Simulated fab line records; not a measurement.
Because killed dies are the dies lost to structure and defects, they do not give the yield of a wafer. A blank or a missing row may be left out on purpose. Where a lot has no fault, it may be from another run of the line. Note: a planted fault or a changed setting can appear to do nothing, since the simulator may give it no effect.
Matching of chambers    flow n5Finfet    4 sister chambers for N5_GATE_CUT_CMP_23 on cmp-02
The step polishes, stops on SiO2, t overpolish 23.4 s, target thk 16 nm. 16 wafers are shown with their chamber, then 8 later ones without.

## WAFERS PAIRED WITH THEIR CHAMBERS
wafer   chamber  motorCurrentA (A)  timeToEndpointS (s)  overpolishRunS (s)
L076.3  2        10.1               20.4                 23.418
L076.4  0        11.1               20.4                 23.406
L076.5  3        10.4               19.8                 23.396
L081.2  0        11.0               18.2                 23.403
L081.3  2        9.6                17.9                 23.396
L081.5  1        8.5                17.9                 23.400
L082.1  1        9.1                18.3                 23.397
L082.4  3        10.2               17.9                 23.395
L082.6  3        10.1               20.0                 23.428
L085.1  0        10.8               19.0                 23.401
L085.3  1        8.9                17.9                 23.389
L085.6  1        9.6                18.4                 23.393
L087.3  3        10.1               19.3                 23.398
L087.4  1        9.0                18.5                 23.400
L087.5  1        9.5                17.6                 23.401
L091.3  3        10.2               19.5                 23.394

SIGNATURES, as means of the wafers listed above
reading          chamber 0  chamber 1  chamber 2  chamber 3  scatter within a chamber
motorCurrentA    10.967     9.100      9.850      10.200     0.296
timeToEndpointS  19.200     18.100     19.150     19.300     0.864
overpolishRunS   23.40333   23.39667   23.40700   23.40220   0.01
Rule: for each reading, subtract the chamber's mean from the wafer's reading, divide by that reading's scatter and square the result; add these up over the readings and take the root, which gives the wafer's distance from the chamber. The wafer belongs to the nearest chamber; if the next one is less than 2 further off, it can't be placed. The scatter: the root of (the sum of the squares of (reading less its chamber's mean) over the shown wafers, divided by (wafers less chambers)).

## WAFERS WITH NO CHAMBER GIVEN
wafer   motorCurrentA (A)  timeToEndpointS (s)  overpolishRunS (s)
L091.4  10.9               19.7                 23.393
L091.5  9.0                17.0                 23.394
L093.3  10.9               17.4                 23.403
L093.5  10.7               18.2                 23.407
L093.6  11.2               18.9                 23.404
L097.3  8.9                20.1                 23.418
L097.5  9.3                19.4                 23.411
L097.6  10.0               20.2                 23.400

## EACH ONE'S CHAMBER
wafer   from the rows above           in truth
L091.4  can't be placed: 0 or 3       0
L091.5  1                             1
L093.3  can't be placed: 0 or 3       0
L093.5  can't be placed: 0 or 3 or 2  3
L093.6  0                             0
L097.3  can't be placed: 1 or 2 or 3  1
L097.5  can't be placed: 2 or 1 or 3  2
L097.6  can't be placed: 3 or 2       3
Placed correctly: 2 of 8. Cannot be placed on the basis of these rows: 6; the candidates contain the true chamber in 6. Wrongly placed: 0.
